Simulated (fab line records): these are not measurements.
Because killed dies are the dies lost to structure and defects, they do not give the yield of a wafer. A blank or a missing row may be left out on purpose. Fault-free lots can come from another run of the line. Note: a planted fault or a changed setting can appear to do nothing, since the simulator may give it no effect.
fab line records | flow n5_finfet
[record] lots = 5 wafers = 13 last_day = 17
route steps=1938 shown BEOL_M7@1308 BEOL_M8@1332 BEOL_M15@1830 PASSIVATION@1936
lots untouched by any fault: they come from a run of this same line in which no faults occurred
start_h: hours from the record's first day to the start of the lot's first wafer shown | wait_h: hours from the lot's prior step to this one | " identical to the entry in the row above | L1.1+2: one row covering several wafers at once | - no value, or no start was given | * or withheld: withheld | < > ~ a bound
route shown NAME@n: a module of which the file shows steps, and the number in the route of the first | usual: average and standard deviation across the fault-free wafers | same: alike in all rows | chamber/n: place in a boat | sites: readings site by site | _std_site: the values' standard deviation | _edge_site: outer sites' mean less inner sites' | radius_mm: how far each site lies from the wafer's centre | mask NAME#n: copy n | behind: the last tool/chamber to shape the wafer | hold: cause of the lot's hold/its duration in hours/its outcome | device: which transistor (n, p or np) failed to switch | end of line: the route-end tests of the same wafers | where a step has no rows: the recipe by itself | killed: dies that structure and defects cost at the first sort, which is not the same as the wafer's yield | map: dies across one wafer; x = killed, . = not, _ = none there
set.NAME: the setting the step ran with; set.NAME@STEP: the setting that earlier step ran with | model.NAME: the simulator's own value behind a step, which no gauge read
certain route steps with their lots: each step a table, each wafer a row
[[steps]]
[step N5_BEOL_M7_TRENCH_ETCH_37]
[recipe] chemistry = C4F6/O2 target_depth_a = 934.78 target = SiCOH_lowk time_s = 31.2 ion_energy_ev = 250 pressure_mtorr = 30 source_w = 345 bias_w = 185 Ar_flow_sccm = 300 C4F6_flow_sccm = 10 O2_flow_sccm = 10
[step N5_BEOL_M7_ETCH_41]
[recipe] chemistry = CH3F/O2 target = SiCN target_depth_a = 319 taper_deg = 2 time_s = 57.8 ion_energy_ev = 120 mask_material = TiN pressure_mtorr = 30 source_w = 395 bias_w = 75 Ar_flow_sccm = 150 CH3F_flow_sccm = 30 O2_flow_sccm = 20
[step N5_BEOL_M7_STRIP_80]
[recipe] chemistry = N2/H2 time_s = 10 power_w = 450 temp_c = 40 pressure_mtorr = 20 rf_frequency_hz = 6e+07 bias_power_w = 7 n2_flow_sccm = 200 h2_flow_sccm = 200
[step N5_BEOL_M7_HM_STRIP_39]
[recipe] chemistry = peroxide_tin_strip material = TiN target_depth_a = 250 temp_c = 50 time_s = 158
[step N5_BEOL_M7_SRD_40]
[recipe] time_s = 30 temp_c = 23 rinse_liquid = diw dry = ipa_marangoni
[step N5_BEOL_M7_PRECLEAN_42]
[recipe] chemistry = residue_remover time_s = 60 temp_c = 40
[step N5_BEOL_M7_SRD_43]
[recipe] time_s = 30 temp_c = 23 rinse_liquid = diw dry = ipa_marangoni
[step N5_BEOL_M7_CURE_75]
[recipe] temp_c = 370 time_s = 120 ambient = DMADMS/He material = SiCOH_lowk
[step N5_BEOL_M7_DEGAS_44]
[recipe] ambient = vacuum temp_c = 250 time_s = 60
[step N5_BEOL_M7_PRE_CLEAN_45]
[recipe] gas = H2/He time_s = 30 temp_c = 250
[step N5_BEOL_M7_ALD_77]
[recipe] material = TaN target_thk_a = 20 temp_c = 275 ald_precursor_family = PDMAT ald_co_reactant = NH3 pressure_torr = 3 carrier_flow_sccm = 1500 pulse_time_s = 2 purge_time_s = 3 co_reactant_purge_time_s = 2 co_reactant_pulse_time_s = 3 ald_cycles = 40 precursor_vessel_temp_c = 75 precursor_vessel_pressure_torr = 26.25 precursor_vessel_carrier_sccm = 1000
[usual] ald_cycles = 40/0 heater_power_w = 418/42
// columns lot.wafer tool chamber start_h wait_h ald_cycles heater_power_w model.TaN_of_BEOL_M7_ALD_77.thk_nm
L220.2 ald_metal-01 1 230.87 0.0 53 374 2.6
L220.4 " 2 " " 40 476 2
L224.2 ald_metal-01 2 237.35 0.1 53 489 2.6
L224.3 " 0 " " 53 436 2.6
L226.1 ald_metal-01 2 247.51 0.0 40 491 2
L226.2 " 1 " " 53 377 2.6
L226.4 " 3 " " 40 396 2
L229.1 ald_metal-03 3 273.85 0.1 40 320 2
L229.3 " 2 " " 40 416 2
L229.4 " 1 " " 40 447 2
L238.1 ald_metal-01 1 329.24 0.1 40 375 2
L238.4 " 2 " " 40 485 2
L238.5 " 2 " " 40 482 2
[step N5_BEOL_M7_SURFACE_TREAT_79]
[recipe] gas = Ar time_s = * ion_energy_ev = * ion_current_ma_cm2 = 0.5 pressure_mtorr = * ar_flow_sccm = 30
[step N5_BEOL_M7_CVD_78]
[recipe] material = Co target_thk_a = 20 temp_c = withheld precursor = CCTBA/H2 pressure_torr = 30 time_s = 142.3
[step N5_BEOL_M7_SPUTTER_48]
[recipe] material = Cu target_thk_a = 100 temp_c = -20 bias_v = 60 power_w = 26000 chamber_pressure_pa = 0.13 time_s = 1.667
[step N5_BEOL_M7_ECD_50]
[recipe] material = Cu target_thk_a = 3000
[step N5_BEOL_M7_ANNEAL_51]
[recipe] temp_c = 225 time_s = 90 ambient = N2
[step N5_BEOL_M7_CMP_52]
[recipe] stop_on = SiCOH_lowk t_overpolish_s = 6.9 down_force_psi = 1 platen_rpm = 50 clearing_platen_down_force_psi = 1.5 clearing_platen_rpm = 50 post_cmp_clean = cu_alkaline target_thk_nm = 80 clearing_platen_pad_velocity_m_s = 0.99484 pad_velocity_m_s = 0.99484
[step N5_BEOL_M7_PRE_CLEAN_55]
[recipe] gas = NH3 time_s = 15 temp_c = withheld rf_power_w = 300
[step N5_BEOL_M7_DEP_56]
[recipe] material = SiCN target_thk_a = 100 temp_c = withheld precursor = 3MS/NH3 pressure_torr = 3 rf_w = 202 time_s = 17.5
[step N5_BEOL_M8_ILD_DEP_00]
[recipe] material = SiCOH_lowk target_thk_a = 1797.5 temp_c = 300 precursor = DEMS/porogen pressure_torr = 5 rf_w = 500 time_s = 33.4
[step N5_BEOL_M8_CURE_74]
[recipe] temp_c = 385 time_s = 240 ambient = He/Ar material = SiCOH_lowk
[step N5_BEOL_M8_PECVD_70]
[recipe] material = SiO2 target_thk_a = 200 temp_c = 400 precursor = TEOS/O2 pressure_torr = 5.5 rf_w = 450 teos_flow_sccm = 53.8 gas = O2 flow_sccm = 3000 time_s = 22.7
[step N5_BEOL_M8_HM_DEP_02]
[recipe] material = TiN target_thk_a = 200 temp_c = 25 chamber_pressure_pa = 0.49996
[step N5_BEOL_M8_COAT_59]
[recipe] resist = SOC temp_c = 250 time_s = 60 spin_rpm = 1500 resist_thk_nm = 100
[step N5_BEOL_M8_COAT_60]
[recipe] resist = SiARC temp_c = 220 time_s = 60 spin_rpm = 1500 resist_thk_nm = 35
[step N5_BEOL_M8_COAT_05]
[recipe] resist = CAR-ArF spin_rpm = 1500 resist_thk_nm = 90
[step N5_BEOL_M8_EBR_07]
[recipe] solvent = PGMEA ebr_width_mm = 1.5
[step N5_BEOL_M8_SOFTBAKE_06]
[recipe] temp_c = 110 time_s = 60 resist = CAR-ArF
[step N5_BEOL_M8_EXPOSE_08]
[recipe] mask_id = M8 na = 1.35 source_shape = dipole sigma_inner = 0.817 sigma_outer = 0.97 polarization = te dose_mj = 68.25
[step N5_BEOL_M8_PEB_09]
[recipe] peb_temp_c = withheld peb_time_s = 60 resist = CAR-ArF
[step N5_BEOL_M8_DEVELOP_10]
[recipe] develop_time_s = 30 developer = TMAH resist = CAR-ArF rinse_liquid = diw dry = air_spin dev_temp_c = 23
[step N5_BEOL_M8_DESCUM_16]
[recipe] chemistry = O2 time_s = 7.9 source_power_w = 50 bias_power_w = 20 pressure_mtorr = 20 rf_frequency_hz = 2.712e+07 temp_c = 40 resist = CAR-ArF o2_flow_sccm = 225
[step N5_BEOL_M8_ETCH_61]
[recipe] chemistry = CF4 target = SiARC target_depth_a = 455 mask_material = CAR-ArF time_s = 75.8 ion_energy_ev = 80 pressure_mtorr = 40 source_w = 545 bias_w = 36 Ar_flow_sccm = 100 cf4_flow_sccm = 100 ends = cleared
[step N5_BEOL_M15_RC_MEAS_101]
[usual] COMB_M10 = 1.37e-11/2.8e-12 COMB_M11 = 1.4e-11/3.7e-12 COMB_M12 = 5.9e-12/1.4e-12 COMB_M13 = 4.6e-12/1.2e-12 COMB_M14 = 3.2e-12/8.5e-13 COMB_M15 = 2.2e-12/7.3e-13 COMB_M5 = 3.6e-11/6.8e-12 COMB_M6 = 2.5e-11/5.2e-12 COMB_M7 = 2.3e-11/5.3e-12 COMB_M8 = 2.5e-11/5.5e-12 COMB_M9 = 1.4e-11/3e-12 COMB_M9_max_site = 2e-11/4.7e-12 SERP_M10 = 3.04/0.079 SERP_M11 = 3.05/0.077 SERP_M12 = 0.632/0.013 SERP_M13 = 0.306/0.0062 SERP_M14 = 0.160/0.0033 SERP_M5 = 38.3/1.4 SERP_M6 = 13.8/0.5 SERP_M7 = 13.9/0.4 SERP_M7_max_site = 14.5/0.46 SERP_M8 = 13.7/0.44 SERP_M9 = 3.06/0.069
// columns lot.wafer tool chamber start_h wait_h COMB_M10[S/m] COMB_M11[S/m] COMB_M12[S/m] COMB_M13[S/m] COMB_M14[S/m] COMB_M15[S/m] COMB_M5[S/m] COMB_M6[S/m] COMB_M7[S/m] COMB_M8[S/m] COMB_M9[S/m] COMB_M9_max_site[S/m] SERP_M10[ohm/um] SERP_M11[ohm/um] SERP_M12[ohm/um] SERP_M13[ohm/um] SERP_M14[ohm/um] SERP_M5[ohm/um] SERP_M6[ohm/um] SERP_M7[ohm/um] SERP_M7_max_site[ohm/um] SERP_M8[ohm/um] SERP_M9[ohm/um]
L220.2 prober-01 0 285.43 0.2 1.24e-11 1e-11 6e-12 5.3e-12 3e-12 1.9e-12 3.2e-11 2.8e-11 2.2e-11 2.9e-11 1.2e-11 1.7e-11 3.17 2.94 0.638 0.294 0.155 36.9 13.2 15.2 16.2 14.2 3.02
L220.4 " 0 " " 7.8e-12 1.3e-11 5.8e-12 4.5e-12 2.4e-12 2.9e-12 3.5e-11 2.2e-11 2e-11 3.5e-11 9e-12 1.2e-11 3.23 2.95 0.623 0.298 0.156 38.0 14.4 13.8 14.3 14.0 3.05
L224.2 prober-01 0 300.29 0.2 1.5e-11 1.3e-11 8.2e-12 4.3e-12 5e-12 3e-12 3.9e-11 2.6e-11 2.1e-11 2.6e-11 1.3e-11 1.9e-11 3.18 3.02 0.646 0.297 0.160 39.3 13.6 14.8 15.5 13.8 3.17
L224.3 " 0 " " 1.62e-11 1.4e-11 6.4e-12 4.4e-12 4e-12 2.5e-12 3.9e-11 1.9e-11 1.7e-11 2.6e-11 1.3e-11 1.7e-11 3.07 3.08 0.660 0.313 0.158 38.5 14.2 15.1 15.7 14.3 3.08
L226.1 prober-01 0 304.65 0.0 1.63e-11 1.6e-11 6.2e-12 5.7e-12 4.5e-12 3e-12 4.6e-11 2.7e-11 2.5e-11 3.6e-11 1.7e-11 2.1e-11 3.05 3.17 0.618 0.293 0.158 38.2 14.4 14.2 15.0 13.6 3.03
L226.2 " 0 " " 1.53e-11 1.7e-11 5e-12 6.5e-12 4.9e-12 3.9e-12 3.5e-11 2.6e-11 2.5e-11 2.9e-11 1.7e-11 2.1e-11 3.07 3.10 0.617 0.298 0.158 38.1 13.8 14.5 15.5 15.0 3.07
L226.4 " 0 " " 1.51e-11 1.7e-11 6.4e-12 5.2e-12 3.8e-12 3.5e-12 3.5e-11 2.7e-11 3.2e-11 2.7e-11 1.6e-11 1.8e-11 3.09 2.99 0.623 0.306 0.158 37.5 13.8 14.0 14.4 14.1 3.02
L229.1 prober-01 0 332.00 0.0 1.05e-11 1.1e-11 7.2e-12 5.6e-12 5.1e-12 2.2e-12 3.2e-11 2.8e-11 3.7e-11 2.5e-11 1.6e-11 2.5e-11 2.95 3.01 0.631 0.310 0.163 38.0 12.8 13.2 13.6 13.8 3.01
L229.3 " 0 " " 1.33e-11 1.9e-11 5.5e-12 9.7e-12 3.5e-12 3.3e-12 2.5e-11 2.5e-11 2.9e-11 3.1e-11 1.7e-11 2.2e-11 3.04 3.13 0.629 0.295 0.162 38.7 13.3 13.9 14.4 13.3 3.01
L229.4 " 0 " " 1.81e-11 1.3e-11 6.3e-12 5.2e-12 3.6e-12 2.2e-12 3.2e-11 2.8e-11 2.8e-11 2.2e-11 1.5e-11 2.8e-11 2.97 3.01 0.636 0.301 0.161 37.6 13.7 13.7 14.5 13.9 3.01
L238.1 prober-02 0 388.40 0.0 1.78e-11 1.6e-11 4.7e-12 3.9e-12 1.7e-12 2.4e-12 4.5e-11 2.4e-11 2.2e-11 2.2e-11 9e-12 1.6e-11 3.05 3.14 0.643 0.310 0.163 38.5 14.1 14.6 14.9 14.4 3.04
L238.4 " 0 " " 1.45e-11 1.3e-11 6.7e-12 5.8e-12 2e-12 1.9e-12 4.1e-11 3e-11 2.1e-11 1.3e-11 1.4e-11 2.4e-11 3.00 2.91 0.638 0.307 0.156 36.0 13.6 14.5 15.1 14.0 2.87
L238.5 " 0 " " 1.41e-11 1.5e-11 7.6e-12 3.6e-12 2.7e-12 1.7e-12 4.6e-11 2.6e-11 2.3e-11 1.6e-11 1.7e-11 2e-11 2.97 3.08 0.647 0.311 0.159 37.3 14.2 13.3 13.7 14.4 3.10
// sites SERP_M7 radius_mm=0,75,75,75,75,140,140,140,140
L220.2 15.2 15.7 16.0 15.4 16.2 15.1 14.2 14.7 14.8
L224.2 15.5 14.8 15.4 15.0 15.5 14.0 13.9 14.4 14.5
L226.1 14.7 14.2 15.0 14.8 15.0 13.3 13.5 13.2 13.7
L229.1 13.6 13.5 13.4 12.9 13.2 12.5 13.0 13.0 13.2
L238.1 14.9 14.8 14.7 14.9 14.6 13.8 13.8 14.1 13.7
[step N5_PASSIVATION_PROBE_49]
[usual] defect_limited_yield = 91.1/1.3 killed_at_M0_to_M3 = 36/10 killed_at_M4_up = 14/4.4 killed_at_contacts = 14/5.7 killed_at_front_end = 39/9.4 killed_at_other = 2.9/2.6 killed_dies = 105/15 killed_on_rim = 14/3.5 killed_open = 70/12 killed_short = 34/7.1 sort_bin_5_function = 5.3/0.77 sort_bin_6_memory = 3.3/0.66 sort_n_pass = 1075/15 sort_yield_pct = 91.1/1.3
[same] gross_dies = 1180 killed_at_back_side = 0 sort_bin_4_leakage[%] = 0 sort_bin_8_speed[%] = 0
// columns lot.wafer tool chamber start_h wait_h defect_limited_yield[%] killed_at_M0_to_M3 killed_at_M4_up killed_at_contacts killed_at_front_end killed_at_other killed_dies killed_on_rim killed_open killed_short sort_bin_5_function[%] sort_bin_6_memory[%] sort_n_pass sort_yield_pct[%]
L220.2 prober-01 - 298.54 0.1 88.5 58 19 11 45 3 136 19 85 47 6.9 3.8 1044 88.5
L220.4 prober-01 - 298.64 0.2 90.2 36 9 17 47 7 116 14 75 38 5.8 3.8 1064 90.2
L224.2 prober-02 - 316.93 0.1 91.3 38 11 14 33 7 103 16 65 35 5.4 3.1 1077 91.3
L224.3 prober-02 - 316.98 0.1 92.9 18 11 13 33 9 84 10 55 28 4.2 2.5 1096 92.9
// killed by level:class
L220.2 BEOL_M0_SAQP:geometric_particle:open=18 BEOL_M0_SAQP:geometric_particle:short=15 STI_FIN_REVEAL:geometric_particle:open=8 MOL_CONTACT_COAG:geometric_particle:open=8 BEOL_M1:geometric_particle:open=8 BEOL_M4:geometric_particle:open=7 FIN_SAQP:geometric_particle:open=6 DUMMY_GATE:geometric_particle:open=6
L220.4 MOL_CONTACT_COAG:geometric_particle:open=13 STI_FIN_REVEAL:geometric_particle:open=12 BEOL_M3:geometric_particle:open=8 FIN_SAQP:geometric_particle:open=7 BEOL_M1:geometric_particle:open=7 ILD0:geometric_particle:short=5 BEOL_M0_SAQP:geometric_particle:open=5 BEOL_M0_SAQP:geometric_particle:short=5
L224.2 MOL_CONTACT_COAG:geometric_particle:open=12 BEOL_M0_SAQP:geometric_particle:short=8 BEOL_M4:geometric_particle:open=7 STI_FIN_REVEAL:geometric_particle:open=7 BEOL_M0_SAQP:geometric_particle:open=7 BEOL_M1:geometric_particle:open=7 FIN_SAQP:geometric_particle:short=5 GATE_CUT:geometric_particle:open=5
L224.3 MOL_CONTACT_COAG:geometric_particle:open=9 BEOL_M2:geometric_particle:open=9 STI_FIN_REVEAL:geometric_particle:open=7 FIN_SAQP:geometric_particle:short=6 ILD0:geometric_particle:short=5 BEOL_M4:geometric_particle:open=5 FIN_SAQP:geometric_particle:open=4 MOL_CONTACT_COAG:geometric_particle:short=4
[[key]]
[first_sign] step = N5_BEOL_M7_ALD_77 reading = ald_cycles direction = up sigmas = 99+ usual = * struck = *
[effect] step = N5_BEOL_M15_RC_MEAS_101 reading = SERP_M7 direction = up sigmas = 2.6 usual = 13.9 struck = 14.9
[model_effect] step = N5_BEOL_M7_ALD_77 value = TaN_of_BEOL_M7_ALD_77.thk_nm without = 2 struck = 2.6
met_at N5_BEOL_M7_ALD_77
struck_wafers L220.2,L224.2,L224.3,L226.2
[fault] kind = process_parameter_drift tool = ald_metal-01 chamber = - onset_h = 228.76 steps = N5_BEOL_M7_ALD_77 channel = ald_cycles offset = * shape = step end_h = 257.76 scope = struck_wafers_only acts_in = * stated = *
